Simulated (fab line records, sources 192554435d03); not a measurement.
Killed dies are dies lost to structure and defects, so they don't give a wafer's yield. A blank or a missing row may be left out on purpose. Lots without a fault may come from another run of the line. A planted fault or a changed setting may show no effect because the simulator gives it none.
Chamber matching | flow n5_finfet | N5_BEOL_M14_ETCH_67 on rie_diel-06: 4 sister chambers
The step etches SiARC in CF4, target depth 143 nm, time 238.3 s. 4 wafers are shown with their chamber, then 7 later ones without.

WAFERS WITH THEIR CHAMBER
wafer  | chamber | drypump_motor_current_A (A)
L255.4 | 3       | 4.8
L255.5 | 0       | 6.4
L257.3 | 2       | 5.3
L257.4 | 1       | 5.8

WAFERS WITHOUT THEIR CHAMBER
wafer  | drypump_motor_current_A (A)
L257.6 | 4.8
L259.2 | 5.2
L259.3 | 5.8
L259.5 | 4.8
L260.1 | 5.8
L260.4 | 6.4
L260.5 | 6.4

WHICH CHAMBER EACH WENT THROUGH
wafer  | from the rows above | in truth
L257.6 | 3                   | 3
L259.2 | 2                   | 2
L259.3 | 1                   | 1
L259.5 | 3                   | 3
L260.1 | 1                   | 1
L260.4 | 0                   | 0
L260.5 | 0                   | 0
Placed correctly: 7 of 7. Can't be placed from these rows: 0. Placed wrongly: 0.
How it was worked out, from the rows above alone: a wafer's distance from a chamber is the root of the sum, over the readings, of the square of ((its reading less the chamber's mean) divided by the reading's scatter). The wafer belongs to the nearest chamber; if the next one is less than 2 further off, it can't be placed. A chamber's mean is the mean of its shown wafers. The scatter: with one shown wafer a chamber, the root of the mean of the squares of how far each hidden wafer lies from its nearest shown one.
